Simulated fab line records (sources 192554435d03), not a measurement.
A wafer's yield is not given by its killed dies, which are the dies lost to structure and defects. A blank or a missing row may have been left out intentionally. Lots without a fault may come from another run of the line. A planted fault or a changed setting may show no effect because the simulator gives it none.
Matching of chambers	flow n5 finfet	N5_BEOL_M0_STRIP_142 on rie diel-03: 4 sister chambers
The step strips in N2/H2, time 10 s. 24 wafers are shown with their chamber, then 12 later ones without.

WAFERS PAIRED WITH THEIR CHAMBERS
wafer	chamber	showerhead plenum p Torr (Torr)	drypump motor current A (A)	oes product au (a.u.)
L076.1	2	2.55	5.3	0.79
L076.3	3	2.42	6.4	0.70
L076.6	3	2.42	6.4	0.71
L079.3	2	2.55	5.3	0.78
L079.4	2	2.55	5.3	0.77
L079.6	3	2.41	6.3	0.70
L080.1	3	2.41	6.4	0.70
L080.3	1	2.57	5.2	0.82
L080.6	1	2.57	5.2	0.82
L082.1	2	2.54	5.3	0.76
L082.2	1	2.57	5.3	0.81
L082.4	3	2.41	6.4	0.68
L085.2	3	2.41	6.4	0.69
L085.3	2	2.54	5.3	0.76
L085.6	0	2.66	5.7	0.74
L087.1	2	2.54	5.3	0.75
L087.3	3	2.41	6.3	0.68
L087.6	3	2.41	6.3	0.68
L088.2	3	2.41	6.3	0.68
L088.3	2	2.54	5.3	0.76
L088.5	2	2.54	5.3	0.75
L089.2	0	2.65	5.7	0.74
L089.3	1	2.56	5.3	0.79
L089.4	2	2.54	5.3	0.75

SIGNATURES (averages over the wafers above)
reading	chamber 0	chamber 1	chamber 2	chamber 3	scatter within a chamber
showerhead plenum p Torr	2.6550	2.5675	2.5433	2.4122	0.0049
drypump motor current A	5.700	5.250	5.300	6.356	0.0401
oes product au	0.7400	0.8100	0.7633	0.6911	0.0128
Rule: distance of a wafer from a chamber = root of the sum over the readings of ((wafer's reading minus chamber's mean) / reading's scatter) squared. The wafer belongs to the nearest chamber; if the next one is less than 2 further off, it can't be placed. The scatter is the square root of a quotient: the sum, over the shown wafers, of each reading's squared deviation from its chamber's mean, divided by wafers minus chambers.

WAFERS WHOSE CHAMBER IS MISSING
wafer	showerhead plenum p Torr (Torr)	drypump motor current A (A)	oes product au (a.u.)
L091.3	2.65	5.7	0.74
L091.5	2.65	5.7	0.75
L091.6	2.53	5.3	0.75
L093.1	2.56	5.2	0.79
L093.2	2.65	5.7	0.74
L093.4	2.53	5.3	0.74
L095.2	2.53	5.3	0.74
L095.3	2.72	6.3	1.00
L095.4	2.56	5.2	0.78
L096.2	2.72	6.4	0.96
L096.3	2.55	5.2	0.78
L096.4	2.53	5.4	0.73

CHAMBER TAKEN BY EACH
wafer	from the rows above	in truth
L091.3	0	0
L091.5	0	0
L091.6	2	2
L093.1	1	1
L093.2	0	0
L093.4	2	2
L095.2	2	2
L095.3	0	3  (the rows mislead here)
L095.4	can't be placed: 1 or 2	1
L096.2	0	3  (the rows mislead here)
L096.3	can't be placed: 2 or 1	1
L096.4	2	2
Correct placement for 8 of the 12. Cannot be placed on the basis of these rows: 2; the candidates contain the true chamber in 2. 2 placed wrongly.
